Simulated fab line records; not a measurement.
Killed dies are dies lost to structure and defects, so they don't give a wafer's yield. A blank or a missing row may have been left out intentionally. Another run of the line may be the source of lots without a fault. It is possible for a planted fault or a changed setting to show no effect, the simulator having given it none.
Matching of chambers -- flow n5_finfet -- 4 sister chambers for N5_SDB_CMP_30 on cmp-01
The step polishes, stops on poly-Si, t overpolish 1.54 s, target thk 30 nm. 4 wafers are shown with their chamber, then 8 later ones without.

## WAFERS PAIRED WITH THEIR CHAMBERS
wafer,chamber,motor_current_A (A)
L089.3,1,11.0
L089.4,0,10.0
L089.6,3,13.9
L092.2,2,12.3

## WAFERS WITHOUT THEIR CHAMBER
wafer,motor_current_A (A)
L092.4,9.9
L092.6,10.4
L093.1,11.1
L093.2,12.2
L093.5,10.9
L097.2,10.0
L097.4,10.6
L097.6,10.3

## THE CHAMBER EACH PASSED THROUGH
wafer,from the rows above,in truth
L092.4,0,0
L092.6,can't be placed: 0 or 1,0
L093.1,1,1
L093.2,2,2
L093.5,1,1
L097.2,0,0
L097.4,can't be placed: 1 or 0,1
L097.6,can't be placed: 0 or 1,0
Correctly placed: 5 of 8. From these rows, 3 cannot be placed; in 3 the true chamber is one of the candidates. Placed wrongly: 0.
How it was worked out, from the rows above alone: a wafer's distance from a chamber is the root of the sum, over the readings, of the square of ((its reading less the chamber's mean) divided by the reading's scatter). The wafer belongs to the nearest chamber; if the next one is less than 2 further off, it can't be placed. For every chamber, the mean is computed from those of its wafers that are shown. The scatter: with one shown wafer a chamber, the root of the mean of the squares of how far each hidden wafer lies from its nearest shown one.
